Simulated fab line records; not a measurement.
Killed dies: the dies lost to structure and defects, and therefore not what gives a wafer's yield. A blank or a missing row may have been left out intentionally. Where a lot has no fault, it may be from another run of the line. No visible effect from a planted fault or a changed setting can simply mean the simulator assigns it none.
fab line records :: flow n5_finfet :: part 2 of 2: steps 19 to 26 of 26
[record]
  lots = 5
  wafers = 15
  last_day = 16
route steps=1938 shown BEOL_M1@781
lots that met no fault: from a run of the same line without faults
start_h: the number of hours between the record's first day and the start of the first shown wafer of the lot :: wait_h: hours since the lot's step before :: " repeats the value in the row above :: L1.1+2: one row covering several wafers at once :: - value missing, or start not given :: * or withheld: withheld :: < > ~ a bound
route shown NAME@n: NAME is a module with steps in the file, n the number in the route of the first one :: usual: mean/standard deviation taken from wafers without a fault :: same: alike in all rows :: chamber/n: place in a boat :: sites: readings site by site :: _std_site: the values' standard deviation :: _edge_site: mean of outer sites minus mean of inner sites :: radius_mm: for every site, how far away it sits from the centre of the wafer :: mask NAME#n: copy n :: behind: the last tool/chamber to shape the wafer :: hold: why the lot was held/for how many hours/how that ended :: device: whichever transistor did not switch (one of n, p or np) :: end of line: at the end of the route, the tests of the same wafers :: a step with no rows: only its recipe :: killed: the dies lost at the first sort to structure and to defects; this is not the yield of the wafer :: map: the dies of a wafer, with x for killed, . for not killed, _ for no die there
set.NAME: setting as actually run; set.NAME@STEP: the setting as run at that earlier step :: model.NAME: the simulator's own value behind a step, which no gauge read
lots at some steps of the route; a table a step, a row a wafer
services: when a tool's chamber went out of use (start_h, in hours from the record's first day, below 0 if earlier), for how many hours, and the reason
[[steps]]
[step N5_BEOL_M1_STRIP_36]
[recipe]
  chemistry = N2/H2
  power_w = 450
  temp_c = 40
  pressure_mtorr = 20
  rf_frequency_hz = 6e+07
  overash_fraction = 0.3
  bias_power_w = 7
  h2_frac = 0.5
  n2_flow_sccm = 200
  h2_flow_sccm = 200
[usual]
  drypump_motor_current_A = 5.8/0.47
  oes_product_au = 0.75/0.062
  rf_vpp_V = 59.1/1.5
  showerhead_plenum_p_Torr = 2.53/0.087
  throttle_valve_pct = 23.67/0.24
lot.wafer: L074.1
tool: rie_diel-05
chamber: 3
start_h: 126.55
wait_h: 0.0
drypump_motor_current_A: 5.6
oes_product_au: 0.74
rf_hours_counter_h: 201
rf_vpp_V: 55.3
showerhead_plenum_p_Torr: 2.63
throttle_valve_pct: 23.76

lot.wafer: L074.5
tool: rie_diel-05
chamber: 3
start_h: 126.55
wait_h: 0.0
drypump_motor_current_A: 5.6
oes_product_au: 0.72
rf_hours_counter_h: -
rf_vpp_V: 59.6
showerhead_plenum_p_Torr: 2.63
throttle_valve_pct: 23.75

lot.wafer: L074.6
tool: rie_diel-05
chamber: 0
start_h: 126.55
wait_h: 0.0
drypump_motor_current_A: 5.9
oes_product_au: 0.86
rf_hours_counter_h: -
rf_vpp_V: 59.6
showerhead_plenum_p_Torr: 2.68
throttle_valve_pct: 23.43

lot.wafer: L079.2
tool: rie_diel-05
chamber: 2
start_h: 165.28
wait_h: 0.0
drypump_motor_current_A: 5.6
oes_product_au: 0.72
rf_hours_counter_h: 208
rf_vpp_V: 60.6
showerhead_plenum_p_Torr: 2.62
throttle_valve_pct: 23.40

lot.wafer: L079.3
tool: rie_diel-05
chamber: 1
start_h: 165.28
wait_h: 0.0
drypump_motor_current_A: 5.7
oes_product_au: 0.72
rf_hours_counter_h: 170
rf_vpp_V: 60.0
showerhead_plenum_p_Torr: 2.42
throttle_valve_pct: 24.23

lot.wafer: L079.5
tool: rie_diel-05
chamber: 0
start_h: 165.28
wait_h: 0.0
drypump_motor_current_A: 5.9
oes_product_au: 0.83
rf_hours_counter_h: -
rf_vpp_V: 60.4
showerhead_plenum_p_Torr: 2.67
throttle_valve_pct: 23.47

lot.wafer: L081.4
tool: rie_diel-01
chamber: 2
start_h: 170.64
wait_h: 0.0
drypump_motor_current_A: 6.0
oes_product_au: 0.74
rf_hours_counter_h: 182
rf_vpp_V: 59.1
showerhead_plenum_p_Torr: 2.63
throttle_valve_pct: 23.58

lot.wafer: L081.5
tool: rie_diel-01
chamber: 0
start_h: 170.64
wait_h: 0.0
drypump_motor_current_A: 6.1
oes_product_au: 0.79
rf_hours_counter_h: -
rf_vpp_V: 58.9
showerhead_plenum_p_Torr: 2.43
throttle_valve_pct: 23.68

lot.wafer: L081.6
tool: rie_diel-01
chamber: 1
start_h: 170.64
wait_h: 0.0
drypump_motor_current_A: 6.5
oes_product_au: 0.91
rf_hours_counter_h: -
rf_vpp_V: 59.2
showerhead_plenum_p_Torr: 2.60
throttle_valve_pct: 23.73

lot.wafer: L086.2
tool: rie_diel-02
chamber: 0
start_h: 199.67
wait_h: 0.0
drypump_motor_current_A: 5.7
oes_product_au: 0.74
rf_hours_counter_h: 170
rf_vpp_V: 61.1
showerhead_plenum_p_Torr: 2.52
throttle_valve_pct: 23.47

lot.wafer: L086.5
tool: rie_diel-02
chamber: 2
start_h: 199.67
wait_h: 0.0
drypump_motor_current_A: 4.9
oes_product_au: 0.74
rf_hours_counter_h: -
rf_vpp_V: 58.0
showerhead_plenum_p_Torr: 2.52
throttle_valve_pct: 23.62

lot.wafer: L086.6
tool: rie_diel-02
chamber: 1
start_h: 199.67
wait_h: 0.0
drypump_motor_current_A: 6.2
oes_product_au: 0.71
rf_hours_counter_h: -
rf_vpp_V: 59.6
showerhead_plenum_p_Torr: 2.60
throttle_valve_pct: 23.25

lot.wafer: L092.2
tool: rie_diel-02
chamber: 1
start_h: 237.87
wait_h: 0.0
drypump_motor_current_A: 6.1
oes_product_au: 0.70
rf_hours_counter_h: 206
rf_vpp_V: 60.6
showerhead_plenum_p_Torr: 2.59
throttle_valve_pct: 23.24

lot.wafer: L092.3
tool: rie_diel-02
chamber: 2
start_h: 237.87
wait_h: 0.0
drypump_motor_current_A: 4.9
oes_product_au: 0.72
rf_hours_counter_h: 203
rf_vpp_V: 56.7
showerhead_plenum_p_Torr: 2.51
throttle_valve_pct: 23.65

lot.wafer: L092.5
tool: rie_diel-02
chamber: 1
start_h: 237.87
wait_h: 0.0
drypump_motor_current_A: 6.1
oes_product_au: 0.71
rf_hours_counter_h: -
rf_vpp_V: 57.6
showerhead_plenum_p_Torr: 2.59
throttle_valve_pct: 23.26
[step N5_BEOL_M1_TRENCH_ETCH_37]
[recipe]
  chemistry = C4F6/O2
  target_depth_a = 552.07
  target = SiOC
  time_s = 29
  ion_energy_ev = 250
  pressure_mtorr = 30
  source_w = 355
  bias_w = 185
  Ar_flow_sccm = 300
  C4F6_flow_sccm = 10
  O2_flow_sccm = 10
[usual]
  drypump_motor_current_A = 5.8/0.47
  mfc_ar_sccm = 300.0/0.9
  oes_product_au = 0.75/0.06
  rf_vpp_V = 668/11
  showerhead_plenum_p_Torr = 2.84/0.098
  throttle_valve_pct = 20.89/0.17
lot.wafer: L074.1
tool: rie_diel-05
chamber: 3
start_h: -
wait_h: -
drypump_motor_current_A: 5.6
mfc_ar_sccm: 299.8
oes_product_au: 0.73
rf_hours_counter_h: 201
rf_vpp_V: 674
showerhead_plenum_p_Torr: 2.95
throttle_valve_pct: 20.93

lot.wafer: L074.5
tool: rie_diel-05
chamber: 3
start_h: -
wait_h: -
drypump_motor_current_A: 5.6
mfc_ar_sccm: 298.9
oes_product_au: 0.72
rf_hours_counter_h: -
rf_vpp_V: 673
showerhead_plenum_p_Torr: 2.95
throttle_valve_pct: 20.94

lot.wafer: L074.6
tool: rie_diel-05
chamber: 0
start_h: -
wait_h: -
drypump_motor_current_A: 5.9
mfc_ar_sccm: 300.7
oes_product_au: 0.88
rf_hours_counter_h: -
rf_vpp_V: 695
showerhead_plenum_p_Torr: 3.01
throttle_valve_pct: 20.90

lot.wafer: L079.2
tool: rie_diel-05
chamber: 2
start_h: -
wait_h: -
drypump_motor_current_A: 5.6
mfc_ar_sccm: 299.9
oes_product_au: 0.72
rf_hours_counter_h: 208
rf_vpp_V: 644
showerhead_plenum_p_Torr: 2.95
throttle_valve_pct: 20.95

lot.wafer: L079.3
tool: rie_diel-05
chamber: 1
start_h: -
wait_h: -
drypump_motor_current_A: 5.7
mfc_ar_sccm: 299.6
oes_product_au: 0.73
rf_hours_counter_h: 170
rf_vpp_V: 675
showerhead_plenum_p_Torr: 2.74
throttle_valve_pct: 21.35

lot.wafer: L079.5
tool: rie_diel-05
chamber: 0
start_h: -
wait_h: -
drypump_motor_current_A: 5.8
mfc_ar_sccm: 299.7
oes_product_au: 0.86
rf_hours_counter_h: -
rf_vpp_V: 695
showerhead_plenum_p_Torr: 3.00
throttle_valve_pct: 20.94

lot.wafer: L081.4
tool: rie_diel-01
chamber: 2
start_h: -
wait_h: -
drypump_motor_current_A: 6.0
mfc_ar_sccm: 300.8
oes_product_au: 0.73
rf_hours_counter_h: 182
rf_vpp_V: 692
showerhead_plenum_p_Torr: 2.95
throttle_valve_pct: 21.06

lot.wafer: L081.5
tool: rie_diel-01
chamber: 0
start_h: -
wait_h: -
drypump_motor_current_A: 6.0
mfc_ar_sccm: 299.3
oes_product_au: 0.78
rf_hours_counter_h: -
rf_vpp_V: 663
showerhead_plenum_p_Torr: 2.73
throttle_valve_pct: 21.02

lot.wafer: L081.6
tool: rie_diel-01
chamber: 1
start_h: -
wait_h: -
drypump_motor_current_A: 6.5
mfc_ar_sccm: 298.8
oes_product_au: 0.89
rf_hours_counter_h: -
rf_vpp_V: 663
showerhead_plenum_p_Torr: 2.88
throttle_valve_pct: 20.61

lot.wafer: L086.2
tool: rie_diel-02
chamber: 0
start_h: -
wait_h: -
drypump_motor_current_A: 5.7
mfc_ar_sccm: 298.9
oes_product_au: 0.73
rf_hours_counter_h: 170
rf_vpp_V: 661
showerhead_plenum_p_Torr: 2.84
throttle_valve_pct: 20.71

lot.wafer: L086.5
tool: rie_diel-02
chamber: 2
start_h: -
wait_h: -
drypump_motor_current_A: 5.0
mfc_ar_sccm: 300.6
oes_product_au: 0.73
rf_hours_counter_h: -
rf_vpp_V: 668
showerhead_plenum_p_Torr: 2.82
throttle_valve_pct: 20.71

lot.wafer: L086.6
tool: rie_diel-02
chamber: 1
start_h: -
wait_h: -
drypump_motor_current_A: 6.2
mfc_ar_sccm: 299.5
oes_product_au: 0.71
rf_hours_counter_h: -
rf_vpp_V: 665
showerhead_plenum_p_Torr: 2.95
throttle_valve_pct: 20.90

lot.wafer: L092.2
tool: rie_diel-02
chamber: 1
start_h: -
wait_h: -
drypump_motor_current_A: 6.2
mfc_ar_sccm: 300.0
oes_product_au: 0.72
rf_hours_counter_h: 206
rf_vpp_V: 665
showerhead_plenum_p_Torr: 2.94
throttle_valve_pct: 20.90

lot.wafer: L092.3
tool: rie_diel-02
chamber: 2
start_h: -
wait_h: -
drypump_motor_current_A: 4.9
mfc_ar_sccm: 301.5
oes_product_au: 0.71
rf_hours_counter_h: 203
rf_vpp_V: 668
showerhead_plenum_p_Torr: 2.81
throttle_valve_pct: 20.73

lot.wafer: L092.5
tool: rie_diel-02
chamber: 1
start_h: -
wait_h: -
drypump_motor_current_A: 6.2
mfc_ar_sccm: 299.7
oes_product_au: 0.71
rf_hours_counter_h: -
rf_vpp_V: 666
showerhead_plenum_p_Torr: 2.94
throttle_valve_pct: 20.93
[step N5_BEOL_M1_ETCH_41]
[recipe]
  chemistry = CH3F/O2
  target = SiCN
  target_depth_a = 319
  taper_deg = 2
  time_s = 57.8
  ion_energy_ev = 120
  mask_material = TiN
  pressure_mtorr = 30
  source_w = 395
  bias_w = 75
  Ar_flow_sccm = 150
  CH3F_flow_sccm = 30
  O2_flow_sccm = 20
[usual]
  drypump_motor_current_A = 5.8/0.47
  mfc_ar_sccm = 150.0/0.44
  oes_product_au = 0.75/0.059
  rf_vpp_V = 297.2/1.6
  showerhead_plenum_p_Torr = 1.99/0.072
  throttle_valve_pct = 16.38/0.16
lot.wafer: L074.1
tool: rie_diel-05
chamber: 3
start_h: -
wait_h: -
drypump_motor_current_A: 5.6
mfc_ar_sccm: 149.9
oes_product_au: 0.72
rf_hours_counter_h: 201
rf_vpp_V: 299.3
showerhead_plenum_p_Torr: 2.07
throttle_valve_pct: 16.40

lot.wafer: L074.5
tool: rie_diel-05
chamber: 3
start_h: -
wait_h: -
drypump_motor_current_A: 5.6
mfc_ar_sccm: 149.4
oes_product_au: 0.72
rf_hours_counter_h: -
rf_vpp_V: 298.8
showerhead_plenum_p_Torr: 2.07
throttle_valve_pct: 16.42

lot.wafer: L074.6
tool: rie_diel-05
chamber: 0
start_h: -
wait_h: -
drypump_motor_current_A: 5.8
mfc_ar_sccm: 149.6
oes_product_au: 0.86
rf_hours_counter_h: -
rf_vpp_V: 299.3
showerhead_plenum_p_Torr: 2.12
throttle_valve_pct: 16.31

lot.wafer: L079.2
tool: rie_diel-05
chamber: 2
start_h: -
wait_h: -
drypump_motor_current_A: 5.6
mfc_ar_sccm: 150.0
oes_product_au: 0.72
rf_hours_counter_h: 208
rf_vpp_V: 298.7
showerhead_plenum_p_Torr: 2.08
throttle_valve_pct: 16.43

lot.wafer: L079.3
tool: rie_diel-05
chamber: 1
start_h: -
wait_h: -
drypump_motor_current_A: 5.7
mfc_ar_sccm: 149.1
oes_product_au: 0.72
rf_hours_counter_h: 170
rf_vpp_V: 296.4
showerhead_plenum_p_Torr: 1.92
throttle_valve_pct: 16.74

lot.wafer: L079.5
tool: rie_diel-05
chamber: 0
start_h: -
wait_h: -
drypump_motor_current_A: 5.8
mfc_ar_sccm: 150.5
oes_product_au: 0.85
rf_hours_counter_h: -
rf_vpp_V: 299.7
showerhead_plenum_p_Torr: 2.11
throttle_valve_pct: 16.34

lot.wafer: L081.4
tool: rie_diel-01
chamber: 2
start_h: -
wait_h: -
drypump_motor_current_A: 6.0
mfc_ar_sccm: 150.0
oes_product_au: 0.73
rf_hours_counter_h: 182
rf_vpp_V: 298.1
showerhead_plenum_p_Torr: 2.08
throttle_valve_pct: 16.56

lot.wafer: L081.5
tool: rie_diel-01
chamber: 0
start_h: -
wait_h: -
drypump_motor_current_A: 6.0
mfc_ar_sccm: 150.4
oes_product_au: 0.78
rf_hours_counter_h: -
rf_vpp_V: 295.5
showerhead_plenum_p_Torr: 1.92
throttle_valve_pct: 16.50

lot.wafer: L081.6
tool: rie_diel-01
chamber: 1
start_h: -
wait_h: -
drypump_motor_current_A: 6.5
mfc_ar_sccm: 150.3
oes_product_au: 0.88
rf_hours_counter_h: -
rf_vpp_V: 298.4
showerhead_plenum_p_Torr: 2.02
throttle_valve_pct: 16.08

lot.wafer: L086.2
tool: rie_diel-02
chamber: 0
start_h: -
wait_h: -
drypump_motor_current_A: 5.7
mfc_ar_sccm: 150.4
oes_product_au: 0.73
rf_hours_counter_h: 170
rf_vpp_V: 297.3
showerhead_plenum_p_Torr: 1.99
throttle_valve_pct: 16.23

lot.wafer: L086.5
tool: rie_diel-02
chamber: 2
start_h: -
wait_h: -
drypump_motor_current_A: 5.0
mfc_ar_sccm: 149.8
oes_product_au: 0.73
rf_hours_counter_h: -
rf_vpp_V: 296.6
showerhead_plenum_p_Torr: 1.98
throttle_valve_pct: 16.22

lot.wafer: L086.6
tool: rie_diel-02
chamber: 1
start_h: -
wait_h: -
drypump_motor_current_A: 6.1
mfc_ar_sccm: 150.4
oes_product_au: 0.72
rf_hours_counter_h: -
rf_vpp_V: 298.8
showerhead_plenum_p_Torr: 2.07
throttle_valve_pct: 16.40

lot.wafer: L092.2
tool: rie_diel-02
chamber: 1
start_h: -
wait_h: -
drypump_motor_current_A: 6.1
mfc_ar_sccm: 150.3
oes_product_au: 0.71
rf_hours_counter_h: 206
rf_vpp_V: 297.9
showerhead_plenum_p_Torr: 2.07
throttle_valve_pct: 16.41

lot.wafer: L092.3
tool: rie_diel-02
chamber: 2
start_h: -
wait_h: -
drypump_motor_current_A: 4.9
mfc_ar_sccm: 150.2
oes_product_au: 0.72
rf_hours_counter_h: 203
rf_vpp_V: 297.1
showerhead_plenum_p_Torr: 1.97
throttle_valve_pct: 16.23

lot.wafer: L092.5
tool: rie_diel-02
chamber: 1
start_h: -
wait_h: -
drypump_motor_current_A: 6.1
mfc_ar_sccm: 150.7
oes_product_au: 0.71
rf_hours_counter_h: -
rf_vpp_V: 299.0
showerhead_plenum_p_Torr: 2.07
throttle_valve_pct: 16.41
[step N5_BEOL_M1_STRIP_97]
[recipe]
  chemistry = N2/H2
  time_s = 10
  power_w = 450
  temp_c = 40
  pressure_mtorr = 20
  rf_frequency_hz = 6e+07
  bias_power_w = 7
  n2_flow_sccm = 200
  h2_flow_sccm = 200
[usual]
  drypump_motor_current_A = 5.8/0.47
  oes_product_au = 0.75/0.064
  rf_vpp_V = 59.0/0.78
  showerhead_plenum_p_Torr = 2.53/0.088
  throttle_valve_pct = 23.67/0.24
lot.wafer: L074.1
tool: rie_diel-05
chamber: 3
start_h: -
wait_h: -
drypump_motor_current_A: 5.6
oes_product_au: 0.73
rf_hours_counter_h: 201
rf_vpp_V: 58.7
showerhead_plenum_p_Torr: 2.63
throttle_valve_pct: 23.75

lot.wafer: L074.5
tool: rie_diel-05
chamber: 3
start_h: -
wait_h: -
drypump_motor_current_A: 5.6
oes_product_au: 0.72
rf_hours_counter_h: -
rf_vpp_V: 59.2
showerhead_plenum_p_Torr: 2.63
throttle_valve_pct: 23.75

lot.wafer: L074.6
tool: rie_diel-05
chamber: 0
start_h: -
wait_h: -
drypump_motor_current_A: 5.9
oes_product_au: 0.86
rf_hours_counter_h: -
rf_vpp_V: 59.6
showerhead_plenum_p_Torr: 2.68
throttle_valve_pct: 23.45

lot.wafer: L079.2
tool: rie_diel-05
chamber: 2
start_h: -
wait_h: -
drypump_motor_current_A: 5.6
oes_product_au: 0.73
rf_hours_counter_h: 208
rf_vpp_V: 59.2
showerhead_plenum_p_Torr: 2.62
throttle_valve_pct: 23.43

lot.wafer: L079.3
tool: rie_diel-05
chamber: 1
start_h: -
wait_h: -
drypump_motor_current_A: 5.7
oes_product_au: 0.71
rf_hours_counter_h: 170
rf_vpp_V: 58.4
showerhead_plenum_p_Torr: 2.42
throttle_valve_pct: 24.25

lot.wafer: L079.5
tool: rie_diel-05
chamber: 0
start_h: -
wait_h: -
drypump_motor_current_A: 5.9
oes_product_au: 0.84
rf_hours_counter_h: -
rf_vpp_V: 58.8
showerhead_plenum_p_Torr: 2.67
throttle_valve_pct: 23.46

lot.wafer: L081.4
tool: rie_diel-01
chamber: 2
start_h: -
wait_h: -
drypump_motor_current_A: 6.0
oes_product_au: 0.72
rf_hours_counter_h: 182
rf_vpp_V: 59.1
showerhead_plenum_p_Torr: 2.63
throttle_valve_pct: 23.60

lot.wafer: L081.5
tool: rie_diel-01
chamber: 0
start_h: -
wait_h: -
drypump_motor_current_A: 6.1
oes_product_au: 0.78
rf_hours_counter_h: -
rf_vpp_V: 58.7
showerhead_plenum_p_Torr: 2.43
throttle_valve_pct: 23.67

lot.wafer: L081.6
tool: rie_diel-01
chamber: 1
start_h: -
wait_h: -
drypump_motor_current_A: 6.5
oes_product_au: 0.91
rf_hours_counter_h: -
rf_vpp_V: 60.0
showerhead_plenum_p_Torr: 2.59
throttle_valve_pct: 23.72

lot.wafer: L086.2
tool: rie_diel-02
chamber: 0
start_h: -
wait_h: -
drypump_motor_current_A: 5.7
oes_product_au: 0.73
rf_hours_counter_h: 170
rf_vpp_V: 59.2
showerhead_plenum_p_Torr: 2.52
throttle_valve_pct: 23.47

lot.wafer: L086.5
tool: rie_diel-02
chamber: 2
start_h: -
wait_h: -
drypump_motor_current_A: 5.0
oes_product_au: 0.73
rf_hours_counter_h: -
rf_vpp_V: 57.0
showerhead_plenum_p_Torr: 2.52
throttle_valve_pct: 23.61

lot.wafer: L086.6
tool: rie_diel-02
chamber: 1
start_h: -
wait_h: -
drypump_motor_current_A: 6.2
oes_product_au: 0.71
rf_hours_counter_h: -
rf_vpp_V: 58.8
showerhead_plenum_p_Torr: 2.60
throttle_valve_pct: 23.28

lot.wafer: L092.2
tool: rie_diel-02
chamber: 1
start_h: -
wait_h: -
drypump_motor_current_A: 6.2
oes_product_au: 0.70
rf_hours_counter_h: 206
rf_vpp_V: 57.7
showerhead_plenum_p_Torr: 2.59
throttle_valve_pct: 23.29

lot.wafer: L092.3
tool: rie_diel-02
chamber: 2
start_h: -
wait_h: -
drypump_motor_current_A: 5.0
oes_product_au: 0.72
rf_hours_counter_h: 203
rf_vpp_V: 59.3
showerhead_plenum_p_Torr: 2.51
throttle_valve_pct: 23.64

lot.wafer: L092.5
tool: rie_diel-02
chamber: 1
start_h: -
wait_h: -
drypump_motor_current_A: 6.2
oes_product_au: 0.71
rf_hours_counter_h: -
rf_vpp_V: 58.8
showerhead_plenum_p_Torr: 2.59
throttle_valve_pct: 23.27
[step N5_BEOL_M1_OCD_MEAS_38]
[usual]
  trench_depth_nm = 54.8/0.94
lot.wafer: L074.1
tool: ocd-01
chamber: -
start_h: 126.74
wait_h: -
trench_depth_nm: 55.6

lot.wafer: L074.5
tool: ocd-01
chamber: -
start_h: 126.74
wait_h: -
trench_depth_nm: 55.2

lot.wafer: L074.6
tool: ocd-01
chamber: -
start_h: 126.74
wait_h: -
trench_depth_nm: 56.3

lot.wafer: L079.2
tool: ocd-02
chamber: -
start_h: 165.48
wait_h: -
trench_depth_nm: 54.2

lot.wafer: L079.3
tool: ocd-02
chamber: -
start_h: 165.48
wait_h: -
trench_depth_nm: 53.6

lot.wafer: L079.5
tool: ocd-02
chamber: -
start_h: 165.48
wait_h: -
trench_depth_nm: 56.5

lot.wafer: L081.4
tool: ocd-01
chamber: -
start_h: 170.84
wait_h: -
trench_depth_nm: 54.9

lot.wafer: L081.5
tool: ocd-01
chamber: -
start_h: 170.84
wait_h: -
trench_depth_nm: 54.9

lot.wafer: L081.6
tool: ocd-01
chamber: -
start_h: 170.84
wait_h: -
trench_depth_nm: 54.7

lot.wafer: L086.2
tool: ocd-02
chamber: -
start_h: 199.87
wait_h: -
trench_depth_nm: 56.7

lot.wafer: L086.5
tool: ocd-02
chamber: -
start_h: 199.87
wait_h: -
trench_depth_nm: 56.5

lot.wafer: L086.6
tool: ocd-02
chamber: -
start_h: 199.87
wait_h: -
trench_depth_nm: 54.4

lot.wafer: L092.2
tool: ocd-01
chamber: -
start_h: 238.07
wait_h: -
trench_depth_nm: 55.6

lot.wafer: L092.3
tool: ocd-01
chamber: -
start_h: 238.07
wait_h: -
trench_depth_nm: 54.7

lot.wafer: L092.5
tool: ocd-01
chamber: -
start_h: 238.07
wait_h: -
trench_depth_nm: 55.4
[step N5_BEOL_M1_HM_STRIP_39]
[recipe]
  chemistry = peroxide_tin_strip
  material = TiN
  target_depth_a = 250
  temp_c = 50
  time_s = 158
lot.wafer: L074.1+5+6
tool: wet_bench-03
chamber: 0,1,5
start_h: 126.78
wait_h: 0.0

lot.wafer: L079.2+3+5
tool: wet_bench-03
chamber: 5,0,6
start_h: 165.51
wait_h: 0.0

lot.wafer: L081.4+5+6
tool: wet_bench-02
chamber: 0,1,5
start_h: 170.86
wait_h: 0.0

lot.wafer: L086.2+5+6
tool: wet_bench-03
chamber: 0,4,1
start_h: 199.90
wait_h: 0.0

lot.wafer: L092.2+3+5
tool: wet_bench-03
chamber: 3,0,2
start_h: 238.10
wait_h: 0.0
[step N5_BEOL_M1_SRD_40]
[recipe]
  time_s = 30
  temp_c = 23
  rinse_liquid = diw
  dry = ipa_marangoni
lot.wafer: L074.1+5+6
tool: wet_bench-03
chamber: 0,1,5
start_h: 126.83
wait_h: 0.0

lot.wafer: L079.2+3+5
tool: wet_bench-03
chamber: 5,0,6
start_h: 165.55
wait_h: 0.0

lot.wafer: L081.4+5+6
tool: wet_bench-02
chamber: 0,1,5
start_h: 170.91
wait_h: 0.0

lot.wafer: L086.2+5+6
tool: wet_bench-03
chamber: 0,4,1
start_h: 199.95
wait_h: 0.0

lot.wafer: L092.2+3+5
tool: wet_bench-03
chamber: 3,0,2
start_h: 238.15
wait_h: 0.0
[step N5_BEOL_M1_PRECLEAN_42]
[recipe]
  chemistry = residue_remover
  time_s = 60
  temp_c = 40
lot.wafer: L074.1+5+6
tool: wet_bench-03
chamber: 0,1,5
start_h: 126.84
wait_h: 0.0

lot.wafer: L079.2+3+5
tool: wet_bench-03
chamber: 5,0,6
start_h: 165.57
wait_h: 0.0

lot.wafer: L081.4+5+6
tool: wet_bench-02
chamber: 0,1,5
start_h: 170.93
wait_h: 0.0

lot.wafer: L086.2+5+6
tool: wet_bench-03
chamber: 0,4,1
start_h: 199.96
wait_h: 0.0

lot.wafer: L092.2+3+5
tool: wet_bench-03
chamber: 3,0,2
start_h: 238.16
wait_h: 0.0
[[services]]
tool: ald_sin-03
chamber: 0
start_h: 99.89
hours: -
kind: clean

tool: ald_sin-03
chamber: 1
start_h: 99.89
hours: -
kind: clean

tool: ald_sin-03
chamber: 2
start_h: 99.89
hours: -
kind: clean

tool: ald_sin-03
chamber: 3
start_h: 99.89
hours: -
kind: clean

tool: euv_scanner-01
chamber: -
start_h: 111.65
hours: 1.0
kind: pm

tool: rie_diel-02
chamber: 1
start_h: 113.71
hours: 14.4
kind: repair

tool: euv_scanner-01
chamber: -
start_h: 114.72
hours: 12.0
kind: pm

tool: euv_scanner-02
chamber: -
start_h: 129.60
hours: 0.7
kind: repair

tool: euv_scanner-02
chamber: -
start_h: 137.16
hours: 1.0
kind: pm

tool: litho_track-02
chamber: -
start_h: 142.92
hours: -
kind: consumable_replace:filter

tool: litho_track-02
chamber: -
start_h: 149.31
hours: -
kind: consumable_replace:filter

tool: euv_scanner-02
chamber: -
start_h: 152.67
hours: -
kind: calibration

tool: rie_diel-02
chamber: 1
start_h: 163.00
hours: 10.2
kind: repair

tool: euv_scanner-01
chamber: -
start_h: 167.80
hours: 1.0
kind: pm

tool: rie_diel-05
chamber: 1
start_h: 177.64
hours: 1.4
kind: repair

tool: rie_diel-01
chamber: 0
start_h: 181.02
hours: 4.1
kind: repair

tool: euv_scanner-02
chamber: -
start_h: 193.31
hours: 1.0
kind: pm

tool: euv_scanner-02
chamber: 0
start_h: 194.62
hours: -
kind: calibration

tool: euv_scanner-01
chamber: -
start_h: 194.71
hours: 5.8
kind: pm

tool: ald_sin-02
chamber: 0
start_h: 197.62
hours: 23.9
kind: repair

tool: ald_sin-03
chamber: 2
start_h: 204.26
hours: 4.2
kind: repair

tool: euv_scanner-02
chamber: -
start_h: 205.09
hours: 4.6
kind: pm

tool: ald_sin-02
chamber: -
start_h: 206.28
hours: 1.0
kind: repair

tool: euv_scanner-01
chamber: -
start_h: 223.95
hours: 1.0
kind: pm
